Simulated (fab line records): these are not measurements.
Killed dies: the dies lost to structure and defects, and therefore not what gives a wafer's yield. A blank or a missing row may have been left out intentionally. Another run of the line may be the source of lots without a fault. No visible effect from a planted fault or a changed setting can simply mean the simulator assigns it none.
Split-lot experiment -- flow n5 finfet -- 21 wafers read across 7 lots, on a route 1938 steps long

== SPLIT DETAILS ==
At N5_BEOL_M7_ETCH_41 (etches SiCN in CH3F/O2, target depth 31.9 nm, time 57.8 s), the setting source w was moved away from the recipe's 395 W on 5 of the 21 wafers read, by -16.5% to +8.7%. This setting was run at the recipe's value on the other wafers.

The reading comes from the split's own step.

== THE READING ==
rf vpp V, in V, at N5_BEOL_M7_ETCH_41 (etches SiCN in CH3F/O2, target depth 31.9 nm, time 57.8 s). A value of 297.4 V with a standard deviation of 1.4 V is what fault-free wafers of this fab line usually give.

wafer,"tool, chamber at the split","source w as run, W",against the recipe,"rf vpp V, V",against lot-mates on the recipe
L074.2,"rie diel-03, 0",395,recipe,295.0,-
L074.3,"rie diel-03, 2",395,recipe,297.2,-
L074.5,"rie diel-03, 0",395,recipe,296.5,-
L077.2,"rie diel-03, 2",369.9,-6.4%,304.2,+5.1
L077.3,"rie diel-03, 3",395,recipe,300.0,-
L077.5,"rie diel-03, 3",395,recipe,298.3,-
L087.1,"rie diel-06, 1",429.5,+8.7%,290.3,-7.9
L087.2,"rie diel-06, 2",395,recipe,297.7,-
L087.4,"rie diel-06, 3",395,recipe,298.8,-
L088.1,"rie diel-06, 2",395,recipe,297.1,-
L088.3,"rie diel-06, 1",361.9,-8.4%,307.6,+10.5
L088.5,"rie diel-06, 1",361.9,-8.4%,305.9,+8.8
L093.4,"rie diel-06, 0",395,recipe,299.6,-
L093.5,"rie diel-06, 1",329.8,-16.5%,316.5,+18.4
L093.6,"rie diel-06, 2",395,recipe,296.5,-
L095.2,"rie diel-02, 3",395,recipe,296.9,-
L095.3,"rie diel-02, 2",395,recipe,296.7,-
L095.4,"rie diel-02, 1",395,recipe,299.3,-
L096.1,"rie diel-03, 2",395,recipe,297.9,-
L096.2,"rie diel-03, 3",395,recipe,299.1,-
L096.4,"rie diel-03, 0",395,recipe,296.5,-

FIT RESULTS
A straight line over all 21 wafers: rf vpp V changes by -1.06 V for each +1% of source w; r = -0.97; the points scatter about the line by 1.4 V.
The same after taking each lot's own level away (the mean of its wafers on the recipe; 21 wafers): -1.07 V for each +1%; r = -0.98; scatter 1.1 V.
The reading moves by 18 V for the largest change in source w, on that fit.
The lots' own levels span 296.23 to 299.15 V, that is 2.1 times the standard deviation above.
The two slopes agree, so the slope changes little with the lot-to-lot level.
Check: with one of the wafers moved furthest among these (-16.5%) left out of the fit, the line predicts +16.9 V for it against its lot-mates. It came out at +18.4 V against them.
Tool readings at the split's step, against how far the setting was moved: rf vpp V r = -0.97.

== OTHER SPLITS ON THESE WAFERS ==
Before the reading, these wafers also passed through other splits. Each is held against what the fit with the lots' levels taken away leaves over:
other split on the same wafers,wafers away from the commonest value,r with rf vpp V (lot level and that fit taken away)
N5_BEOL_M3_EXPOSE_08 dose mj,8,-0.01
N5_BEOL_M4_PECVD_72 time s,3,-0.11
N5_BEOL_M5_COAT_60 spin rpm,6,-0.10
N5_BEOL_M5_ETCH_72 bias w,2,-0.03
N5_BEOL_M5_SPUTTER_48 time s,9,-0.05

== THE FILE'S OWN FIT ==
rf vpp V changes by -1.06 V for each +1% of source w, r = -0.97.
